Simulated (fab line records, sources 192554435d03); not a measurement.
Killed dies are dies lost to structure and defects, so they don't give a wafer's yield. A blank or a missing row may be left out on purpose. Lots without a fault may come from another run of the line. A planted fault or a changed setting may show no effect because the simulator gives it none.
Chamber matching | flow n5_finfet | N5_FIN_CUT_CUT_ETCH_15 on rie_si-04: 4 sister chambers
The step etches Si in HBr/Cl2/O2, target depth 100 nm, bt time 10 s, time 42.4 s. 16 wafers are shown with their chamber, then 8 later ones without.

WAFERS WITH THEIR CHAMBER
wafer  | chamber | throttle_valve_pct (%) | oes_product_au (a.u.) | HBr_flow_sccm (sccm)
L076.2 | 3       | 37.1                   | 0.988                 | 150.1
L076.3 | 2       | 36.8                   | 1.014                 | 150.3
L076.6 | 3       | 37.0                   | 0.997                 | 149.6
L078.1 | 1       | 37.1                   | 0.973                 | 149.3
L078.2 | 0       | 37.1                   | 1.003                 | 150.5
L078.4 | 3       | 37.1                   | 0.995                 | 150.4
L080.2 | 3       | 37.0                   | 1.000                 | 149.6
L080.4 | 2       | 36.8                   | 1.019                 | 150.4
L080.5 | 0       | 37.1                   | 0.996                 | 149.9
L086.1 | 0       | 37.1                   | 0.996                 | 149.8
L086.3 | 1       | 37.1                   | 0.968                 | 150.0
L086.5 | 0       | 37.1                   | 0.990                 | 149.9
L087.1 | 0       | 37.1                   | 0.998                 | 150.5
L087.3 | 3       | 37.1                   | 0.999                 | 149.9
L087.4 | 2       | 36.8                   | 1.019                 | 151.4
L094.1 | 2       | 36.8                   | 1.024                 | 150.2

SIGNATURES (means of the wafers above)
reading            | chamber 0 | chamber 1 | chamber 2 | chamber 3 | scatter within a chamber
throttle_valve_pct | 37.100    | 37.100    | 36.800    | 37.060    | 0.0316
oes_product_au     | 0.99660   | 0.97050   | 1.01900   | 0.99580   | 0.00448
HBr_flow_sccm      | 150.120   | 149.650   | 150.575   | 149.920   | 0.421
Rule: a wafer's distance from a chamber is the root of the sum, over the readings, of the square of ((its reading less the chamber's mean) divided by the reading's scatter). The wafer belongs to the nearest chamber; if the next one is less than 2 further off, it can't be placed. The scatter: the root of (the sum of the squares of (reading less its chamber's mean) over the shown wafers, divided by (wafers less chambers)).

WAFERS WITHOUT THEIR CHAMBER
wafer  | throttle_valve_pct (%) | oes_product_au (a.u.) | HBr_flow_sccm (sccm)
L094.5 | 37.1                   | 0.968                 | 149.7
L094.6 | 36.8                   | 1.025                 | 150.2
L095.1 | 37.1                   | 0.997                 | 150.2
L095.2 | 36.8                   | 1.025                 | 149.0
L095.3 | 37.2                   | 0.973                 | 150.5
L095.4 | 37.1                   | 0.988                 | 150.3
L095.5 | 37.1                   | 0.997                 | 149.9
L095.6 | 36.8                   | 1.020                 | 149.6

WHICH CHAMBER EACH WENT THROUGH
wafer  | from the rows above     | in truth
L094.5 | 1                       | 1
L094.6 | 2                       | 2
L095.1 | can't be placed: 0 or 3 | 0
L095.2 | 2                       | 2
L095.3 | 1                       | 1
L095.4 | can't be placed: 0 or 3 | 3
L095.5 | can't be placed: 0 or 3 | 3
L095.6 | 2                       | 2
Placed correctly: 5 of 8. Can't be placed from these rows: 3 (the true chamber is among the candidates in 3). Placed wrongly: 0.
